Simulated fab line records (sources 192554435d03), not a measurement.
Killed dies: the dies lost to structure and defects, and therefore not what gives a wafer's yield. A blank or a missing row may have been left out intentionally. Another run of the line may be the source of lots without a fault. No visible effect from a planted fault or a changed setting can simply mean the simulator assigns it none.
Chamber matching :: flow n5Finfet :: N5_BEOL_M8_CMP_52 on cmp-04: 4 sister chambers
The step polishes, stops on SiCOH lowk, t overpolish 6.9 s, target thk 80 nm. 8 wafers are shown with their chamber, then 11 later ones without.

EACH WAFER AND ITS CHAMBER
wafer: L084.2
chamber: 3
motorCurrentA (A): 6.9
timeToEndpointS (s): 64

wafer: L084.4
chamber: 1
motorCurrentA (A): 4.8
timeToEndpointS (s): 63

wafer: L084.5
chamber: 1
motorCurrentA (A): 5.4
timeToEndpointS (s): 62

wafer: L084.6
chamber: 2
motorCurrentA (A): 5.8
timeToEndpointS (s): 65

wafer: L089.1
chamber: 0
motorCurrentA (A): 6.3
timeToEndpointS (s): 63

wafer: L089.2
chamber: 3
motorCurrentA (A): 6.6
timeToEndpointS (s): 62

wafer: L089.5
chamber: 0
motorCurrentA (A): 6.4
timeToEndpointS (s): 62

wafer: L090.1
chamber: 2
motorCurrentA (A): 5.7
timeToEndpointS (s): 66

WAFERS WITHOUT THEIR CHAMBER
wafer: L090.3
motorCurrentA (A): 6.6
timeToEndpointS (s): 63

wafer: L090.4
motorCurrentA (A): 5.2
timeToEndpointS (s): 65

wafer: L092.1
motorCurrentA (A): 6.3
timeToEndpointS (s): 64

wafer: L092.2
motorCurrentA (A): 4.8
timeToEndpointS (s): 64

wafer: L092.3
motorCurrentA (A): 5.2
timeToEndpointS (s): 62

wafer: L092.4
motorCurrentA (A): 6.6
timeToEndpointS (s): 62

wafer: L092.5
motorCurrentA (A): 4.7
timeToEndpointS (s): 63

wafer: L092.6
motorCurrentA (A): 6.1
timeToEndpointS (s): 65

wafer: L094.2
motorCurrentA (A): 5.6
timeToEndpointS (s): 63

wafer: L094.4
motorCurrentA (A): 6.5
timeToEndpointS (s): 66

wafer: L094.5
motorCurrentA (A): 6.1
timeToEndpointS (s): 65

WHICH CHAMBER EACH WENT THROUGH
wafer: L090.3
from the rows above: can't be placed: 3 or 0
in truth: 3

wafer: L090.4
from the rows above: can't be placed: 2 or 1
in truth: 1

wafer: L092.1
from the rows above: can't be placed: 0 or 3 or 2
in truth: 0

wafer: L092.2
from the rows above: 1
in truth: 1

wafer: L092.3
from the rows above: 1
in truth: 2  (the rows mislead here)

wafer: L092.4
from the rows above: can't be placed: 0 or 3
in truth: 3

wafer: L092.5
from the rows above: 1
in truth: 1

wafer: L092.6
from the rows above: can't be placed: 2 or 0 or 3
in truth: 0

wafer: L094.2
from the rows above: can't be placed: 1 or 2 or 0
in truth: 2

wafer: L094.4
from the rows above: can't be placed: 2 or 3 or 0
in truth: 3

wafer: L094.5
from the rows above: can't be placed: 2 or 0 or 3
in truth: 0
2 of 11 placed correctly. Unplaceable from these rows: 8, with the true chamber sitting among the candidates in 8. Wrongly placed: 1.
How it was worked out, from the rows above alone: a wafer's distance from a chamber is the root of the sum, over the readings, of the square of ((its reading less the chamber's mean) divided by the reading's scatter). If the next closest chamber is less than 2 further off than the closest, the wafer can't be placed; otherwise it belongs to the closest. For every chamber, the mean is computed from those of its wafers that are shown. The scatter is the square root of a quotient: the sum, over the shown wafers, of each reading's squared deviation from its chamber's mean, divided by wafers minus chambers.
